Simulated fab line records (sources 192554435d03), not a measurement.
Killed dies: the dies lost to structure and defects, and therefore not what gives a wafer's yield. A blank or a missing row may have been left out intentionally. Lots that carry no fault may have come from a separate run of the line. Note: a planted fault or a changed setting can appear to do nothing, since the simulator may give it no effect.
fab line records | flow n5Finfet
record: lots: 11 | wafers: 31 | lastDay: 20
route steps=1938 shown BEOL_M5@1189 BEOL_M6@1194
lots with no fault: from the same line, run without faults
startH: the number of hours between the record's first day and the start of the first shown wafer of the lot | waitH: hours from the lot's prior step to this one | " identical to the entry in the row above | L1.1+2: a single row standing in for several wafers | - no value, or no start was given | * or withheld: withheld | < > ~ a bound
route shown NAME@n: a module of which the file shows steps, and the number in the route of the first | usual: the fault-free wafers' mean and standard deviation | same: alike in all rows | chamber/n: place in a boat | sites: per-site readings | _std_site: the values' standard deviation | _edge_site: the outer-site mean with the inner-site mean subtracted | radiusMm: how far each site lies from the wafer's centre | mask NAME#n: copy n | behind: the most recent tool/chamber to have shaped the wafer | hold: why the lot went on hold/how many hours it stayed there/how the hold came to an end | device: transistor that didn't switch, given as n, p or np | end of line: the route-end tests of the same wafers | a step with no rows: only its recipe | killed: the dies lost at the first sort to structure and to defects; this is not the yield of the wafer | map: dies across one wafer; x = killed, . = not, _ = none there
set.NAME: the run value of the setting; set.NAME@STEP: its run value at that earlier step | model.NAME: the simulator's own value behind a step, which no gauge read
one table for each step of the route and one row for each wafer, over a sample of lots
services: from which hour (startH, from the record's first day; less than 0 if before it) a tool's chamber was out of use, for how many hours, and why
== steps ==
step: N5_BEOL_M5_CO_CAP_78
recipe: material: Co | targetThkA: 20 | tempC: 200 | precursor: CCTBA/H2 | pressureTorr: 30 | timeS: 102.1
usual: heaterPowerOuterW: 125/8.6 | heaterPowerW: 230/20
lot.wafer | tool     | chamber | startH | waitH | heaterPowerOuterW | heaterPowerW
L263.3    | cvdCo-01 | 1       | 233.42 | 0.0   | 141               | 257
L263.5    | "        | 0       | "      | "     | 117               | 206
L263.6    | "        | 1       | "      | "     | 140               | 257
L266.1    | cvdCo-02 | 1       | 234.03 | 0.0   | 122               | 230
L266.3    | "        | 0       | "      | "     | 133               | 246
L266.6    | "        | 1       | "      | "     | 120               | 232
L264.4    | cvdCo-01 | 1       | 239.23 | 0.0   | 141               | 262
L264.5    | "        | 0       | "      | "     | 116               | 206
L265.1    | cvdCo-01 | 1       | 242.29 | 0.0   | 140               | 255
L265.4    | "        | 0       | "      | "     | 118               | 210
L265.5    | "        | 1       | "      | "     | 142               | 267
L267.1    | cvdCo-02 | 1       | 252.78 | 0.0   | 120               | 228
L267.4    | "        | 2       | "      | "     | 117               | 213
L267.6    | "        | 1       | "      | "     | 120               | 231
L270.2    | cvdCo-01 | 0       | 263.53 | 0.0   | 113               | 211
L270.4    | "        | 1       | "      | "     | 141               | 264
L270.5    | "        | 2       | "      | "     | 121               | 224
L271.2    | cvdCo-01 | 2       | 265.95 | 0.0   | 126               | 221
L271.6    | "        | 2       | "      | "     | 123               | 228
L273.1    | cvdCo-01 | 2       | 289.31 | 0.0   | 121               | 230
L273.2    | "        | 1       | "      | "     | 138               | 261
L273.4    | "        | 1       | "      | "     | 139               | 264
L278.1    | cvdCo-01 | 0       | 335.15 | 0.0   | 117               | 205
L278.3    | "        | 1       | "      | "     | 141               | 263
L278.5    | "        | 2       | "      | "     | 123               | 226
L280.1    | cvdCo-02 | 2       | 338.00 | 0.0   | 118               | 206
L280.3    | "        | 0       | "      | "     | 128               | 240
L280.5    | "        | 0       | "      | "     | 131               | 245
L285.1    | cvdCo-01 | 1       | 363.12 | 0.0   | 140               | 262
L285.4    | "        | 0       | "      | "     | 118               | 217
L285.6    | "        | 1       | "      | "     | 142               | 257
step: N5_BEOL_M6_ILD_DEP_00
recipe: material: SiCOH_lowk | targetThkA: 1797.5 | tempC: 300 | precursor: DEMS/porogen | pressureTorr: 5 | rfW: 500 | timeS: 33.4
usual: heaterPowerOuterW: 167/45 | heaterPowerW: 342/71 | showerheadPlenumPTorr: 5.741/0.021 | throttleValvePct: 14.5/1.3
lot.wafer | tool     | chamber | startH | waitH | heaterPowerOuterW | heaterPowerW | showerheadPlenumPTorr | throttleValvePct
L263.3    | pecvd-03 | 1       | 233.67 | 0.0   | 187               | 336          | 5.740                 | 13.3
L263.5    | "        | 0       | "      | "     | 202               | 390          | 5.764                 | 15.9
L263.6    | "        | 1       | "      | "     | 189               | 339          | 5.770                 | 13.4
L266.1    | pecvd-04 | 0       | 234.30 | 0.1   | 158               | 326          | 5.775                 | 14.1
L266.3    | "        | 1       | "      | "     | 100               | 275          | 5.737                 | 16.9
L266.6    | "        | 0       | "      | "     | 159               | 319          | 5.767                 | 14.4
L264.4    | pecvd-03 | 0       | 239.46 | 0.1   | 190               | 390          | 5.750                 | 16.1
L264.5    | "        | 1       | "      | "     | 189               | 323          | 5.757                 | 13.2
L265.1    | pecvd-04 | 1       | 242.54 | 0.0   | 131               | 313          | 5.749                 | 17.1
L265.4    | "        | 0       | "      | "     | 161               | 325          | 5.773                 | 14.2
L265.5    | "        | 0       | "      | "     | 164               | 330          | 5.771                 | 14.3
L267.1    | pecvd-03 | 1       | 253.12 | 0.0   | 164               | 300          | 5.749                 | 13.1
L267.4    | "        | 2       | "      | "     | 261               | 502          | 5.723                 | 13.6
L267.6    | "        | 1       | "      | "     | 167               | 305          | 5.754                 | 13.1
L270.2    | pecvd-01 | 0       | 263.79 | 0.0   | 173               | 302          | 5.739                 | 14.5
L270.4    | "        | 2       | "      | "     | 128               | 330          | 5.733                 | 13.4
L270.5    | "        | 1       | "      | "     | 95                | 225          | 5.734                 | 14.1
L271.2    | pecvd-04 | 0       | 266.20 | 0.0   | 162               | 334          | 5.764                 | 14.1
L271.6    | "        | 1       | "      | "     | 148               | 340          | 5.755                 | 17.0
L273.1    | pecvd-03 | 1       | 289.55 | 0.0   | 186               | 328          | 5.766                 | 13.2
L273.2    | "        | 0       | "      | "     | 182               | 377          | 5.765                 | 16.0
L273.4    | "        | 0       | "      | "     | 194               | 378          | 5.757                 | 16.0
L278.1    | pecvd-04 | 1       | 335.40 | 0.0   | 149               | 330          | 5.733                 | 16.7
L278.3    | "        | 2       | "      | "     | 171               | 341          | 5.708                 | 13.6
L278.5    | "        | 1       | "      | "     | 93                | 260          | 5.748                 | 17.0
L280.1    | pecvd-04 | 1       | 338.31 | 0.0   | 152               | 334          | 5.744                 | 17.0
L280.3    | "        | 2       | "      | "     | 177               | 353          | 5.710                 | 13.6
L280.5    | "        | 1       | "      | "     | 97                | 255          | 5.749                 | 17.0
L285.1    | pecvd-01 | 2       | 363.36 | 0.0   | 154               | 376          | 5.741                 | 13.3
L285.4    | "        | 0       | "      | "     | 145               | 273          | 5.748                 | 14.6
L285.6    | "        | 2       | "      | "     | 155               | 359          | 5.738                 | 13.2
step: N5_BEOL_M6_THK_MEAS_01
recipe: reads: SiCOH_lowk_of_BEOL_M6_ILD_DEP_00
usual: M6_ILD_THK: 155.9/2.5
lot.wafer | tool         | chamber | startH | waitH | M6_ILD_THK[nm]
L263.3    | filmMetro-01 | -       | 234.25 | 0.3   | 152.7
L263.5    | "            | -       | "      | "     | 158.1
L263.6    | "            | -       | "      | "     | 158.0
L266.1    | filmMetro-01 | -       | 234.88 | 0.4   | 151.8
L266.3    | "            | -       | "      | "     | 154.1
L266.6    | "            | -       | "      | "     | 153.2
L264.4    | filmMetro-02 | -       | 240.02 | 0.2   | 160.5
L264.5    | "            | -       | "      | "     | 157.3
L265.1    | filmMetro-01 | -       | 243.14 | 0.4   | 154.7
L265.4    | "            | -       | "      | "     | 155.1
L265.5    | "            | -       | "      | "     | 152.7
L267.1    | filmMetro-02 | -       | 253.70 | 0.4   | 150.0
L267.4    | "            | -       | "      | "     | 153.7
L267.6    | "            | -       | "      | "     | 152.2
L270.2    | filmMetro-01 | -       | 264.37 | 0.4   | 154.0
L270.4    | "            | -       | "      | "     | 158.3
L270.5    | "            | -       | "      | "     | 158.6
L271.2    | filmMetro-01 | -       | 266.77 | 0.4   | 152.9
L271.6    | "            | -       | "      | "     | 157.4
L273.1    | filmMetro-02 | -       | 290.26 | 0.4   | 155.7
L273.2    | "            | -       | "      | "     | 159.4
L273.4    | "            | -       | "      | "     | 159.5
L278.1    | filmMetro-02 | -       | 335.97 | 0.4   | 153.7
L278.3    | "            | -       | "      | "     | 156.0
L278.5    | "            | -       | "      | "     | 170.1
L280.1    | filmMetro-01 | -       | 338.92 | 0.4   | 155.1
L280.3    | "            | -       | "      | "     | 155.3
L280.5    | "            | -       | "      | "     | 169.4
L285.1    | filmMetro-01 | -       | 363.94 | 0.4   | 157.9
L285.4    | "            | -       | "      | "     | 163.6
L285.6    | "            | -       | "      | "     | 162.5
step: N5_BEOL_M6_HM_DEP_02
recipe: material: TiN | targetThkA: 200 | tempC: 25 | chamberPressurePa: 0.49996
usual: chamberPressurePa: 0.4998/0.00098 | throttleValvePct: 29.6/0.92
lot.wafer | tool          | chamber | startH | waitH | chamberPressurePa | throttleValvePct
L263.3    | pvdSputter-03 | -       | 236.02 | 1.7   | 0.5005            | 29.7
L263.5    | "             | -       | "      | "     | 0.5023            | 29.6
L263.6    | "             | -       | "      | "     | 0.4999            | 29.0
L266.1    | pvdSputter-03 | -       | 236.12 | 1.2   | 0.4996            | 31.2
L266.3    | "             | -       | "      | "     | 0.4999            | 29.8
L266.6    | "             | -       | "      | "     | 0.4980            | 31.2
L264.4    | pvdSputter-01 | -       | 241.55 | 1.5   | 0.4993            | 28.7
L264.5    | "             | -       | "      | "     | 0.5006            | 28.6
L265.1    | pvdSputter-03 | -       | 245.22 | 2.0   | 0.5002            | 29.9
L265.4    | "             | -       | "      | "     | 0.5002            | 29.4
L265.5    | "             | -       | "      | "     | 0.5000            | 28.9
L267.1    | pvdSputter-01 | -       | 254.49 | 0.7   | 0.5017            | 30.5
L267.4    | "             | -       | "      | "     | 0.5014            | 28.7
L267.6    | "             | -       | "      | "     | 0.4997            | 29.0
L270.2    | pvdSputter-02 | -       | 266.36 | 1.9   | 0.5002            | 29.6
L270.4    | "             | -       | "      | "     | 0.5003            | 30.4
L270.5    | "             | -       | "      | "     | 0.4993            | 30.6
L271.2    | pvdSputter-02 | -       | 267.88 | 1.0   | 0.4993            | 29.3
L271.6    | "             | -       | "      | "     | 0.4996            | 29.3
L273.1    | pvdSputter-03 | -       | 291.72 | 1.4   | 0.5010            | 29.8
L273.2    | "             | -       | "      | "     | 0.4993            | 28.4
L273.4    | "             | -       | "      | "     | 0.5006            | 31.2
L278.1    | pvdSputter-01 | -       | 337.72 | 1.7   | 0.4998            | 30.5
L278.3    | "             | -       | "      | "     | 0.4991            | 30.4
L278.5    | "             | -       | "      | "     | 0.5010            | 28.4
L280.1    | pvdSputter-02 | -       | 339.02 | 0.0   | 0.5011            | 29.2
L280.3    | "             | -       | "      | "     | 0.4986            | 30.5
L280.5    | "             | -       | "      | "     | 0.4992            | 28.6
L285.1    | pvdSputter-03 | -       | 364.89 | 0.9   | 0.5003            | 29.2
L285.4    | "             | -       | "      | "     | 0.4974            | 29.9
L285.6    | "             | -       | "      | "     | 0.5003            | 28.7
step: N5_BEOL_M6_OVL_MEAS_12
recipe: pointsPerWafer: 44
usual: M6_OVL: -0.2/0.65
same: pointsPerWafer: 44
lot.wafer | tool       | chamber | startH | waitH | M6_OVL[nm]
L263.3    | overlay-02 | 0       | 236.43 | 0.0   | 0.0
L263.5    | "          | 0       | "      | "     | 0.0
L263.6    | "          | 0       | "      | "     | 0.3
L266.1    | overlay-02 | 0       | 236.65 | 0.0   | 0.4
L266.3    | "          | 0       | "      | "     | -1.4
L266.6    | "          | 0       | "      | "     | -0.1
L264.4    | overlay-01 | 0       | 242.08 | 0.0   | -0.9
L264.5    | "          | 0       | "      | "     | -0.3
L265.1    | overlay-01 | 0       | 245.75 | 0.0   | 0.3
L265.4    | "          | 0       | "      | "     | -0.3
L265.5    | "          | 0       | "      | "     | 0.0
L267.1    | overlay-01 | 0       | 255.02 | 0.0   | 0.4
L267.4    | "          | 0       | "      | "     | -0.9
L267.6    | "          | 0       | "      | "     | -0.5
L270.2    | overlay-01 | 0       | 266.88 | 0.0   | 0.3
L270.4    | "          | 0       | "      | "     | 0.9
L270.5    | "          | 0       | "      | "     | 0.8
L271.2    | overlay-02 | 0       | 268.42 | 0.0   | -0.4
L271.6    | "          | 0       | "      | "     | -0.8
L273.1    | overlay-01 | 0       | 292.14 | 0.0   | -0.6
L273.2    | "          | 0       | "      | "     | 0.8
L273.4    | "          | 0       | "      | "     | -0.3
L278.1    | overlay-02 | 0       | 338.24 | 0.0   | 1.5
L278.3    | "          | 0       | "      | "     | 0.8
L278.5    | "          | 0       | "      | "     | 0.1
L280.1    | overlay-01 | 0       | 339.43 | 0.0   | -0.4
L280.3    | "          | 0       | "      | "     | 0.3
L280.5    | "          | 0       | "      | "     | 0.5
L285.1    | overlay-01 | 0       | 365.42 | 0.0   | -1.3
L285.4    | "          | 0       | "      | "     | -0.7
L285.6    | "          | 0       | "      | "     | -1.6
== services ==
tool          | chamber | startH | hours | kind
pvdSputter-01 | -       | 219.23 | 4.0   | repair
pecvd-03      | 1       | 226.92 | 4.8   | repair
pecvd-04      | 2       | 238.72 | 5.5   | scheduledDown
cvdCo-02      | 2       | 240.71 | 4.8   | repair
cvdCo-01      | 0       | 243.52 | 11.4  | repair
pecvd-04      | 1       | 247.44 | 2.1   | scheduledDown
pecvd-03      | -       | 255.03 | 14.6  | pm
pecvd-03      | 0       | 280.98 | 5.5   | scheduledDown
cvdCo-02      | -       | 285.01 | 2.8   | pm
pecvd-01      | -       | 295.80 | 14.6  | pm
pecvd-03      | 0       | 307.10 | 28.4  | repair
cvdCo-02      | 1       | 333.33 | -     | clean
cvdCo-02      | 1       | 333.33 | 22.0  | scheduledDown
cvdCo-02      | 1       | 333.33 | 22.0  | ventCycle
cvdCo-02      | -       | 333.80 | 0.5   | repair
== key ==
firstSign: step: N5_BEOL_M6_THK_MEAS_01 | reading: M6_ILD_THK | direction: up | sigmas: 5.5 | usual: 155.9 | struck: 169.8
effect none on later readings
metAt N5_BEOL_M6_ILD_DEP_00
struckLots L278,L280
struckWafers L278.5,L280.5
notActingAt N5_BEOL_M5_CO_CAP_78,N5_BEOL_M6_HM_DEP_02,N5_BEOL_M6_OVL_MEAS_12
onsetBetween 266.20 335.40
fault: kind: processParameterDrift | tool: pecvd-04 | chamber: - | onsetH: 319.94 | steps: N5_BEOL_M6_ILD_DEP_00 | channel: timeS | offset: * | shape: step | endH: 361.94 | scope: struckWafersOnly | actsIn: * | stated: *
